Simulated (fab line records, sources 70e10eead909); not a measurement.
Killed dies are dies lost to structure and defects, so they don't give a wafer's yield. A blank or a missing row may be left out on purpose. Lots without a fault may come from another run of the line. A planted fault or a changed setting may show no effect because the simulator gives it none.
Chamber matching | flow nand_harc | NHARC_A_M0_DEP_32 on pecvd-02: 3 sister chambers
The step deposits SiCN, target thk 30 nm. 6 wafers are shown with their chamber, then 12 later ones without.

WAFERS WITH THEIR CHAMBER
wafer  | chamber | heater_power_w (W)
L086.2 | 2       | 707
L087.5 | 2       | 691
L087.6 | 0       | 647
L088.2 | 0       | 668
L093.4 | 1       | 585
L093.5 | 1       | 487

WAFERS WITHOUT THEIR CHAMBER
wafer  | heater_power_w (W)
L095.1 | 642
L095.3 | 593
L095.5 | 603
L096.1 | 503
L096.3 | 739
L096.4 | 755
L094.1 | 710
L094.3 | 725
L094.4 | 712
L097.3 | 676
L097.4 | 689
L097.6 | 535

WHICH CHAMBER EACH WENT THROUGH
wafer  | from the rows above          | in truth
L095.1 | can't be placed: 0 or 2      | 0
L095.3 | can't be placed: 1 or 0 or 2 | 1
L095.5 | can't be placed: 0 or 1 or 2 | 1
L096.1 | 1                            | 1
L096.3 | can't be placed: 2 or 0      | 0
L096.4 | can't be placed: 2 or 0      | 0
L094.1 | can't be placed: 2 or 0      | 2
L094.3 | can't be placed: 2 or 0      | 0
L094.4 | can't be placed: 2 or 0      | 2
L097.3 | can't be placed: 0 or 2      | 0
L097.4 | can't be placed: 2 or 0      | 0
L097.6 | 1                            | 1
Placed correctly: 2 of 12. Can't be placed from these rows: 10 (the true chamber is among the candidates in 10). Placed wrongly: 0.
How it was worked out, from the rows above alone: a wafer's distance from a chamber is the root of the sum, over the readings, of the square of ((its reading less the chamber's mean) divided by the reading's scatter). The wafer belongs to the nearest chamber; if the next one is less than 2 further off, it can't be placed. A chamber's mean is the mean of its shown wafers. The scatter: the root of (the sum of the squares of (reading less its chamber's mean) over the shown wafers, divided by (wafers less chambers)).
